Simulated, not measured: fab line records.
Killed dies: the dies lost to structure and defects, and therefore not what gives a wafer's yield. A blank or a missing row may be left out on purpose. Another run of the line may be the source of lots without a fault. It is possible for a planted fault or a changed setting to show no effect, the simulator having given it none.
Matching of chambers	flow nand_harc	NHARC_A_CHANNEL_FILL_D1_ALD_02 on ald_hk-03: 4 sister chambers
The step deposits SiO2, target thk 6 nm, pulse time 10 s, ald cycles 60. 8 wafers are shown with their chamber, then 7 later ones without.

WAFERS, EACH WITH ITS CHAMBER
wafer	chamber	heater_power_w (W)	precursor_pulse_height_rel
L325.3	0	488	0.986
L325.5	1	393	1.014
L330.5	2	505	0.963
L330.6	1	404	0.969
L331.5	3	448	1.000
L331.6	0	496	0.981
L332.1	3	451	0.991
L332.5	2	493	1.014

WAFERS WITH NO CHAMBER GIVEN
wafer	heater_power_w (W)	precursor_pulse_height_rel
L332.6	407	1.020
L337.3	408	0.982
L337.5	501	1.007
L337.6	451	1.000
L338.3	440	1.013
L338.5	490	0.973
L338.6	451	1.004

WHICH CHAMBER EACH ONE RAN IN
wafer	from the rows above	in truth
L332.6	1	1
L337.3	1	1
L337.5	can't be placed: 2 or 0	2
L337.6	3	3
L338.3	3	3
L338.5	can't be placed: 0 or 2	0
L338.6	3	3
Correctly placed: 5 of 7. Can't be placed from these rows: 2 (the true chamber is among the candidates in 2). Number placed wrongly: 0.
How it was worked out, from the rows above alone: a wafer's distance from a chamber is the root of the sum, over the readings, of the square of ((its reading less the chamber's mean) divided by the reading's scatter). If the next closest chamber is less than 2 further off than the closest, the wafer can't be placed; otherwise it belongs to the closest. For every chamber, the mean is computed from those of its wafers that are shown. How the scatter is found: for the shown wafers, subtract from each reading the mean of its chamber, square and add these, divide the total by (wafers less chambers), then take the root.
